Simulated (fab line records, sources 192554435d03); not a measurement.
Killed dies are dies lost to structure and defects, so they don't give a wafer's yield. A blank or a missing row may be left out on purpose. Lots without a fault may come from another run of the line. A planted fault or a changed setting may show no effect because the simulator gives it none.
Chamber matching | flow n5_finfet | N5_HKMG_FIN_DESCUM_53 on rie_diel-06: 4 sister chambers
The step chemistry O2, time 7.9 s. 4 wafers are shown with their chamber, then 8 later ones without.

WAFERS WITH THEIR CHAMBER
wafer  | chamber | drypump_motor_current_A (A)
L089.2 | 1       | 4.8
L089.3 | 2       | 5.4
L089.6 | 3       | 6.7
L093.1 | 0       | 5.2

WAFERS WITHOUT THEIR CHAMBER
wafer  | drypump_motor_current_A (A)
L093.3 | 4.8
L093.5 | 6.7
L095.2 | 6.7
L095.3 | 5.3
L095.5 | 6.7
L096.2 | 5.2
L096.4 | 6.7
L096.6 | 5.4

WHICH CHAMBER EACH WENT THROUGH
wafer  | from the rows above     | in truth
L093.3 | 1                       | 1
L093.5 | 3                       | 3
L095.2 | 3                       | 3
L095.3 | can't be placed: 0 or 2 | 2
L095.5 | 3                       | 3
L096.2 | 0                       | 0
L096.4 | 3                       | 3
L096.6 | 2                       | 2
Placed correctly: 7 of 8. Can't be placed from these rows: 1 (the true chamber is among the candidates in 1). Placed wrongly: 0.
How it was worked out, from the rows above alone: a wafer's distance from a chamber is the root of the sum, over the readings, of the square of ((its reading less the chamber's mean) divided by the reading's scatter). The wafer belongs to the nearest chamber; if the next one is less than 2 further off, it can't be placed. A chamber's mean is the mean of its shown wafers. The scatter: with one shown wafer a chamber, the root of the mean of the squares of how far each hidden wafer lies from its nearest shown one.
